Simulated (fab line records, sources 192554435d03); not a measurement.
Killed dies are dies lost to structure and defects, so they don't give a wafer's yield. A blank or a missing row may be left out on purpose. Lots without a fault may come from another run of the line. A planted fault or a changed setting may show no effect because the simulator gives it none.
Chamber matching | flow n5_finfet | N5_BEOL_M8_ILD_DEP_00 on pecvd-04: 3 sister chambers
The step deposits SiCOH lowk from DEMS/porogen, target thk 179.75 nm, time 33.4 s. 3 wafers are shown with their chamber, then 7 later ones without.

WAFERS WITH THEIR CHAMBER
wafer  | chamber | throttle_valve_pct (%)
L085.1 | 2       | 12.7
L086.1 | 1       | 13.4
L092.3 | 0       | 13.2

WAFERS WITHOUT THEIR CHAMBER
wafer  | throttle_valve_pct (%)
L092.4 | 12.8
L096.1 | 13.4
L096.3 | 12.7
L096.5 | 12.7
L097.1 | 12.9
L097.3 | 12.8
L097.5 | 13.1

WHICH CHAMBER EACH WENT THROUGH
wafer  | from the rows above     | in truth
L092.4 | 2                       | 2
L096.1 | can't be placed: 1 or 0 | 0
L096.3 | 2                       | 2
L096.5 | 2                       | 2
L097.1 | can't be placed: 2 or 0 | 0
L097.3 | 2                       | 2
L097.5 | can't be placed: 0 or 1 | 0
Placed correctly: 4 of 7. Can't be placed from these rows: 3 (the true chamber is among the candidates in 3). Placed wrongly: 0.
How it was worked out, from the rows above alone: a wafer's distance from a chamber is the root of the sum, over the readings, of the square of ((its reading less the chamber's mean) divided by the reading's scatter). The wafer belongs to the nearest chamber; if the next one is less than 2 further off, it can't be placed. A chamber's mean is the mean of its shown wafers. The scatter: with one shown wafer a chamber, the root of the mean of the squares of how far each hidden wafer lies from its nearest shown one.
